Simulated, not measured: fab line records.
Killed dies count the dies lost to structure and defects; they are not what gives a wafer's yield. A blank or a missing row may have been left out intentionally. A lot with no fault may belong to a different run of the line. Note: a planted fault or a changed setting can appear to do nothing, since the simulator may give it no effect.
Matching of chambers    flow nand_harc    4 sister chambers for NHARC_A_STAIRCASE_DESCUM_443 on rie_diel-02
The step chemistry O2, time 3 s. 18 wafers are shown with their chamber, then 9 later ones without.

WAFERS, EACH WITH ITS CHAMBER
wafer   chamber  drypump_motor_current_A (A)  showerhead_plenum_p_Torr (Torr)  rf_vpp_V (V)
L077.1  3        5.2                          1.87                             56.0
L077.2  0        5.1                          1.93                             57.9
L077.3  2        6.3                          1.88                             59.6
L080.1  1        6.3                          1.95                             57.8
L080.4  2        6.3                          1.88                             57.4
L080.5  0        5.1                          1.92                             56.6
L083.3  3        5.2                          1.87                             57.0
L083.5  1        6.3                          1.95                             57.5
L083.6  2        6.4                          1.88                             58.5
L085.1  1        6.3                          1.95                             57.8
L085.5  2        6.3                          1.88                             58.4
L085.6  1        6.3                          1.95                             58.6
L086.1  1        6.3                          1.94                             57.8
L086.4  2        6.3                          1.87                             59.2
L086.5  0        5.1                          1.92                             57.0
L091.1  2        6.4                          1.87                             57.3
L091.3  1        6.4                          1.94                             59.5
L091.4  0        5.1                          1.91                             56.9

SIGNATURES, as means of the wafers listed above
reading                   chamber 0  chamber 1  chamber 2  chamber 3  scatter within a chamber
drypump_motor_current_A   5.100      6.317      6.333      5.200      0.0393
showerhead_plenum_p_Torr  1.9200     1.9467     1.8767     1.8700     0.00577
rf_vpp_V                  57.100     58.167     58.400     56.500     0.782
Rule: for a wafer and a chamber, the distance is found by dividing, reading by reading, the gap between the wafer's reading and the chamber's mean by the reading's scatter, squaring, summing and taking the root. If the next closest chamber is less than 2 further off than the closest, the wafer can't be placed; otherwise it belongs to the closest. How the scatter is found: for the shown wafers, subtract from each reading the mean of its chamber, square and add these, divide the total by (wafers less chambers), then take the root.

WAFERS WHOSE CHAMBER IS MISSING
wafer   drypump_motor_current_A (A)  showerhead_plenum_p_Torr (Torr)  rf_vpp_V (V)
L092.1  5.2                          1.86                             57.2
L092.4  5.1                          1.91                             56.3
L092.6  5.1                          1.91                             58.1
L094.3  6.3                          1.87                             58.3
L094.4  5.2                          1.86                             58.0
L094.5  6.3                          1.87                             57.0
L096.1  5.2                          1.85                             57.3
L096.3  6.3                          1.86                             57.6
L096.6  5.2                          1.85                             58.1

CHAMBER TAKEN BY EACH
wafer   from the rows above  in truth
L092.1  3                    3
L092.4  0                    0
L092.6  0                    0
L094.3  2                    2
L094.4  3                    3
L094.5  2                    2
L096.1  3                    3
L096.3  2                    2
L096.6  3                    3
Correctly placed: 9 of 9. Not placeable from these rows: 0. Number placed wrongly: 0.
